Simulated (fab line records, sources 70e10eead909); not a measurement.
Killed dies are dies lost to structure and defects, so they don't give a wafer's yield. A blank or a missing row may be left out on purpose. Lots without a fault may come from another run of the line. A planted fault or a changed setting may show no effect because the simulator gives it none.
Chamber matching | flow nand_harc | NHARC_A_STAIRCASE_ETCH_271 on rie_diel-06: 4 sister chambers
The step etches the open film in CF4/CHF3. 8 wafers are shown with their chamber, then 9 later ones without.

WAFERS WITH THEIR CHAMBER
wafer  | chamber | drypump_motor_current_A (A) | showerhead_plenum_p_Torr (Torr)
L076.6 | 0       | 5.8                         | 1.55
L080.3 | 1       | 5.8                         | 1.61
L080.5 | 0       | 5.7                         | 1.54
L080.6 | 1       | 5.8                         | 1.61
L086.6 | 3       | 5.9                         | 1.50
L089.3 | 2       | 5.0                         | 1.57
L089.5 | 2       | 5.1                         | 1.57
L089.6 | 3       | 5.9                         | 1.50

WAFERS WITHOUT THEIR CHAMBER
wafer  | drypump_motor_current_A (A) | showerhead_plenum_p_Torr (Torr)
L091.2 | 5.7                         | 1.54
L091.3 | 5.8                         | 1.60
L091.4 | 5.9                         | 1.50
L092.1 | 5.8                         | 1.60
L092.2 | 5.7                         | 1.54
L092.5 | 5.0                         | 1.57
L097.1 | 5.8                         | 1.60
L097.2 | 5.9                         | 1.50
L097.5 | 5.0                         | 1.57

WHICH CHAMBER EACH WENT THROUGH
wafer  | from the rows above | in truth
L091.2 | 0                   | 0
L091.3 | 1                   | 1
L091.4 | 3                   | 3
L092.1 | 1                   | 1
L092.2 | 0                   | 0
L092.5 | 2                   | 2
L097.1 | 1                   | 1
L097.2 | 3                   | 3
L097.5 | 2                   | 2
Placed correctly: 9 of 9. Can't be placed from these rows: 0. Placed wrongly: 0.
How it was worked out, from the rows above alone: a wafer's distance from a chamber is the root of the sum, over the readings, of the square of ((its reading less the chamber's mean) divided by the reading's scatter). The wafer belongs to the nearest chamber; if the next one is less than 2 further off, it can't be placed. A chamber's mean is the mean of its shown wafers. The scatter: the root of (the sum of the squares of (reading less its chamber's mean) over the shown wafers, divided by (wafers less chambers)).
